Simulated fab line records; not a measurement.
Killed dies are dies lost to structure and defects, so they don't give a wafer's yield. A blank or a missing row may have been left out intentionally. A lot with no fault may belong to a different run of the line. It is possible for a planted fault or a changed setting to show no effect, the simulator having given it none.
Comparing a struck lot with a sound one -- flow n5 finfet -- 15 out of 1938 route steps
Sound: the wafers L641.1, L641.3, L641.4. Struck: wafer L647.6 (left out: L647.2, a lot-mate that was not struck); the cause follows at the end.
Each step with rows lists, per side, the tool, then ch with its chambers, then its first start. Under that, the readings that differ: sound wafers -- struck wafers -- difference of the means -- sigmas: that difference in standard deviations of wafers without a fault.
alike: same words and numbers on both sides, and readings whose means sit less than 2 such deviations apart. not compared: any withheld reading, any reading some wafer has no value for, any bound like >300 that may hide the same value, and any number with overlapping values for which the record gives no deviation.
A row with sigmas, a row that says differs or no value, or rows on one side alone: a step with any of these is where the two part. Numbers that don't overlap but have no deviation are shown without sigmas and don't part them. A reading missing from all wafers of one side parts the sides only when that side holds two or more wafers.

N5_BEOL_M7_STRIP_80: strips in N2/H2, time 10 s.
  sound on rie diel-03 ch 0,1,2; struck on rie diel-03 ch 1
  alike: drypump motor current A, n2 flow sccm, oes product au, rf vpp V, showerhead plenum p Torr, throttle valve pct
  not compared: rf hours counter h
N5_BEOL_M7_OCD_MEAS_38:
  sound: ocd-02 at day 10 07:50; struck: ocd-01 at day 11 06:29
  alike: trench depth nm
then, 4 steps without rows for these wafers: N5_BEOL_M7_HM_STRIP_39 (strips TiN in peroxide tin strip, target depth 25 nm, time 158 s); N5_BEOL_M7_SRD_40 (time 30 s); N5_BEOL_M7_PRECLEAN_42 (cleans in residue remover, time 60 s); N5_BEOL_M7_SRD_43 (time 30 s).
N5_BEOL_M7_CD_MEAS_35: the cd target is 40 nm.
  sound: cd sem-03 at day 10 08:00; struck: cd sem-02 at day 11 06:38
  alike: cd nm
N5_BEOL_M7_CURE_75: cures SiCOH lowk, time 120 s.
  sound on uv cure-01 ch 0, day 10 08:02; struck on uv cure-02 ch 0, day 11 06:44
  alike: lamp power pct, wafer_temp_C_max
N5_BEOL_M7_DEGAS_44: time 60 s.
  sound: pvd sputter-02 at day 10 08:43; struck: pvd sputter-02 at day 11 07:22
  alike: heater power w
then, 2 steps without rows for these wafers: N5_BEOL_M7_PRE_CLEAN_45 (time 30 s); N5_BEOL_M7_ALD_77 (deposits TaN, target thk 2 nm, pulse time 2 s, purge time 3 s).
N5_BEOL_M7_SURFACE_TREAT_79:
  sound: pvd sputter-02 at day 10 09:08; struck: pvd sputter-01 at day 11 07:49
  not compared: throttle valve pct
N5_BEOL_M7_CVD_78: deposits Co from CCTBA/H2, target thk 2 nm, time 142.3 s.
  sound on cvd co-01 ch 0,1, day 10 09:11; struck on cvd co-02 ch 1, day 11 07:53
reading,sound,struck,difference,sigmas
run length s (s),164.8 165.4 165.2,129.3,-35.8,-72
N5_BEOL_M7_SPUTTER_48: material Cu, target thk 10 nm, time 1.667 s.
  sound: pvd sputter-03 at day 10 09:21; struck: pvd sputter-01 at day 11 07:59
  alike: chamber pressure pa, throttle valve pct
N5_PASSIVATION_PROBE_49:
  the record has rows for the sound wafers here (prober-02, day 14 05:35) and none for the struck ones

WHERE THEY PART
First at N5_BEOL_M7_CVD_78; last, within this record, at N5_PASSIVATION_PROBE_49.

WHY: the cause the simulator had injected
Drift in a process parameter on cvd co-02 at N5_BEOL_M7_CVD_78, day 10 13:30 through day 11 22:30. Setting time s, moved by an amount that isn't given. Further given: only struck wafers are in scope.
